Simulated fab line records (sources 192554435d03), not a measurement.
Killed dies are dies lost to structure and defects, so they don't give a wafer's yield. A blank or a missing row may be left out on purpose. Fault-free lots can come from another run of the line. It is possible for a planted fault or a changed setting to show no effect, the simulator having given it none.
Struck lot and sound lot, side by side	flow n5 finfet	23 steps out of a route of 1938
Sound: the wafers L254.2, L254.5, L254.6. Wafers L270.1, L270.2, L270.4 were the ones struck. The cause is named last.
Each step with rows lists, per side, the tool, then ch with its chambers, then its first start. Under that, the readings that differ: sound wafers	struck wafers	difference of the means	sigmas: that difference in standard deviations of wafers without a fault.
alike: readings whose means differ by less than 2 such deviations, and words and numbers that are the same on both sides. not compared: withheld readings, readings that some wafer has no value for, bounds like >300 that may hide the same value, and numbers for which the record gives no deviation and whose values overlap.
The two part at a step that has a row with sigmas, a row that says differs or no value, or rows on one side only. Non-overlapping numbers with no deviation appear without sigmas and do not part them. A reading that every wafer of one side lacks parts them only if that side has two wafers or more.

first, 9 steps without rows for these wafers: N5_DUMMY_GATE_COAT_09 (resist thk 30 nm); N5_DUMMY_GATE_EBR_11; N5_DUMMY_GATE_SOFTBAKE_10 (time 60 s); N5_DUMMY_GATE_EXPOSE_12 (exposes mask GATE, target cd 25 nm); N5_DUMMY_GATE_PEB_13 (peb time 60 s); N5_DUMMY_GATE_DEVELOP_14 (develop time 30 s); N5_DUMMY_GATE_DESCUM_20 (chemistry O2, time 6.2 s); N5_DUMMY_GATE_ETCH_29 (etches underlayer in N2/H2, target depth 13 nm); N5_DUMMY_GATE_ETCH_36 (etches SiARC in CF4, target depth 13 nm).
N5_DUMMY_GATE_ETCH_37: etches SOC in N2/H2, target depth 60 nm, overetch 30 nm.
  sound on rie diel-05 ch 0,1,3, day 4 16:24; struck on rie diel-06 ch 1,2,3, day 8 17:53
  no value came back on the struck wafers for any of 7 readings (bias w (W), chamber pressure mTorr (mTorr) and others); on the sound wafers bias w (W) reads 150.2 149.2 149.9
reading	sound	struck	difference	sigmas
model.CAR-EUV_of_DUMMY_GATE_COAT_09.thk nm (nm)	0 0 0	10.8 11.6 12	+11.5	
model.underlayer_of_DUMMY_GATE_COAT_28.thk nm (nm)	0 0 0	10 10 10	+10	
model.SiARC_of_DUMMY_GATE_COAT_35.thk nm (nm)	5 5 5	10 10 10	+5	
  not compared: rf hours counter h
then, 4 steps without rows for these wafers: N5_DUMMY_GATE_STRIP_38 (strips in N2/H2); N5_DUMMY_GATE_STRIP_39 (strips in N2/H2); N5_DUMMY_GATE_TRIM_49 (chemistry O2, time 29 s, target cd 14 nm); N5_DUMMY_GATE_STRIP_40 (strips in CF4).
N5_DUMMY_GATE_CD_MEAS_50 targets a cd of 14 nm.
  struck on cd sem-03, day 8 18:07; sound on cd sem-02, day 4 16:38
reading	sound	struck	difference	sigmas
cd nm (nm)	14.2 14.1 14.4	- - -	no value on the struck wafers	
N5_DUMMY_GATE_ETCH_31: etches SiO2 in C4F6/O2, target depth 82.5 nm, time 27.5 s.
  sound on rie diel-06 ch 1,2,3, day 4 16:41; struck on rie diel-06 ch 1,2,3, day 8 18:10
reading	sound	struck	difference	sigmas
oes product au (a.u.)	0.87 0.74 0.80	0.32 0.27 0.29	-0.51	-7
  alike: C4F6_flow_sccm, O2_flow_sccm, drypump motor current A, rf vpp V, showerhead plenum p Torr, throttle valve pct
  not compared: rf hours counter h
then, 3 steps without rows for these wafers: N5_DUMMY_GATE_STRIP_41 (strips in O2); N5_DUMMY_GATE_ETCH_32 (etches SiO2 in CF4, target depth 3.5 nm, time 3.9 s); N5_DUMMY_GATE_ETCH_23 (etches poly-Si in HBr/Cl2/O2, target depth 41 nm, time 22.3 s).
N5_DUMMY_GATE_ETCH_44: etches poly-Si in HBr/O2, stops on SiO2, target depth 127.5 nm.
  sound on rie si-06 ch 0,1,2, day 4 17:01; struck on rie si-03 ch 0,1,3, day 8 18:29
reading	sound	struck	difference	sigmas
oes product au (a.u.)	0.733 0.750 0.717	0.385 0.385 0.372	-0.353	-29
  alike: HBr_flow_sccm, O2_flow_sccm, drypump motor current A, throttle valve pct
  not compared: rf hours counter h
N5_DUMMY_GATE_CD_MEAS_24 targets a cd of 15 nm.
  struck on cd sem-03, day 8 18:36; sound on cd sem-01, day 4 17:08
reading	sound	struck	difference	sigmas
cd nm (nm)	15.6 15.4 15.4	- - -	no value on the struck wafers	
N5_BEOL_M4_RC_MEAS_101:
  the record has rows for the sound wafers here (prober-01 ch 0, day 9 23:15) and none for the struck ones
-- here the record skips 9 days between the struck wafers' starts before and after, leaving off in module BEOL_M4 and picking up in module PASSIVATION (first step shown: number 1936 of the route) --
N5_PASSIVATION_PROBE_49:
  struck on prober-01, day 17 23:46; sound on prober-02, day 16 01:56
reading	sound	struck	difference	sigmas
defect limited yield (%)	90.8 89.7 89.7	0 0 0	-90	-60
killed at front end	44 57 66	1120 1109 1110	+1057	+88
killed dies	109 122 122	1180 1180 1180	+1062	+59
killed on rim	15 16 24	152 152 152	+134	+28
sort_bin_5_function (%)	5.2 6.4 6.9	95.6 96.5 97.1	+90.2	+92
sort n pass	1071 1058 1058	0 0 0	-1062	-59
sort yield pct (%)	90.8 89.7 89.7	0 0 0	-90	-60
  alike: killed_at_M0_to_M3, killed_at_M4_up, killed at contacts, killed at other, killed open, killed short, sort_bin_6_memory

## WHERE THEY PART
At N5_DUMMY_GATE_ETCH_37 first; at N5_PASSIVATION_PROBE_49 last (within this record only).

WHY: what had been put in by the simulator
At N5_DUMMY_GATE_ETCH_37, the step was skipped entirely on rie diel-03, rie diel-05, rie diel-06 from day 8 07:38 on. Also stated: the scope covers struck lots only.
